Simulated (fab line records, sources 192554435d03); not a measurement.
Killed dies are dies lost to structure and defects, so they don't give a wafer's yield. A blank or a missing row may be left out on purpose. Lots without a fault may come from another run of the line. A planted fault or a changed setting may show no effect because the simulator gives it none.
A struck lot beside a sound one | flow n5_finfet | 14 steps out of a route of 1938
Sound: wafers L256.2, L256.4, L256.5. Struck: wafer L240.2. (L240.6 of the same lot was not struck and is left out.) The cause comes at the end.
At each step with rows: each side's tool, then ch and its chambers, then its first start. Under that, the readings that differ: sound wafers | struck wafers | difference of the means | sigmas: that difference in standard deviations of wafers without a fault.
alike: readings whose means differ by less than 2 such deviations, and words and numbers that are the same on both sides. not compared: withheld readings, readings that some wafer has no value for, bounds like >300 that may hide the same value, and numbers for which the record gives no deviation and whose values overlap.
The two part at a step that has a row with sigmas, a row that says differs or no value, or rows on one side only. Numbers that don't overlap but have no deviation are shown without sigmas and don't part them. A reading that every wafer of one side lacks parts them only if that side has two wafers or more.

N5_BEOL_M9_TRENCH_ETCH_37: etches SiCOH lowk in C4F6/O2, target depth 151.43 nm, time 49 s.
  sound on rie_diel-06 ch 0,2; struck on rie_diel-06 ch 0
  alike: drypump_motor_current_A, oes_ar_750_au, oes_o_777_au, oes_product_au, rf_vpp_V, showerhead_plenum_p_Torr, throttle_valve_pct
  not compared: rf_hours_counter_h
then, 1 step without rows for these wafers: N5_BEOL_M9_ETCH_41 (etches SiCN in CH3F/O2, target depth 36.6 nm, time 70.1 s).
N5_BEOL_M9_STRIP_80: strips in N2/H2, time 10 s.
  sound on rie_diel-06 ch 0,2; struck on rie_diel-06 ch 0
  alike: bias_power_w, drypump_motor_current_A, oes_product_au, rf_vpp_V, showerhead_plenum_p_Torr, throttle_valve_pct
  not compared: rf_hours_counter_h
N5_BEOL_M9_OCD_MEAS_38:
  sound on ocd-01, day 15 09:56; struck on ocd-01, day 11 01:01
  alike: trench_depth_nm
then, 4 steps without rows for these wafers: N5_BEOL_M9_HM_STRIP_39 (strips TiN in peroxide tin strip, target depth 25 nm, time 158 s); N5_BEOL_M9_SRD_40 (time 30 s); N5_BEOL_M9_PRECLEAN_42 (cleans in residue remover, time 60 s); N5_BEOL_M9_SRD_43 (time 30 s).
N5_BEOL_M9_CD_MEAS_35: target cd 70 nm, target cd y 40 nm.
  sound on cd_sem-01, day 15 10:05; struck on cd_sem-03, day 11 01:10
  alike: cd_nm
N5_BEOL_M9_CURE_72: cures SiCOH lowk, time 120 s.
  sound on uv_cure-02 ch 2, day 15 10:10; struck on uv_cure-01 ch 0, day 11 01:16
  alike: lamp_power_pct, wafer_temp_C_max
N5_BEOL_M9_DEGAS_44: time 60 s.
  sound on pvd_sputter-02, day 15 10:28; struck on pvd_sputter-03, day 11 01:43
  alike: heater_power_w
N5_BEOL_M9_PRE_CLEAN_45: time 30 s.
  sound on pvd_sputter-02, day 15 10:30; struck on pvd_sputter-03, day 11 01:45
  alike: heater_power_w
N5_BEOL_M9_ALD_74: deposits TaN, target thk 2 nm, pulse time 2 s, purge time 3 s.
  sound on ald_metal-02 ch 2,3, day 15 10:34; struck on ald_metal-02 ch 0, day 11 02:02
  reading                                 | sound    | struck | difference | sigmas
  ald_cycles                              | 40 40 40 | 64     | +24        |
  model.TaN_of_BEOL_M9_ALD_74.thk_nm (nm) | 2 2 2    | 3.2    | +1.2       |
  alike: chamber_pressure_Torr, heater_power_w
then, 1 step without rows for these wafers: N5_BEOL_M9_SURFACE_TREAT_79.

WHERE THEY PART
Nowhere in this record.

WHY: what the simulator had put in
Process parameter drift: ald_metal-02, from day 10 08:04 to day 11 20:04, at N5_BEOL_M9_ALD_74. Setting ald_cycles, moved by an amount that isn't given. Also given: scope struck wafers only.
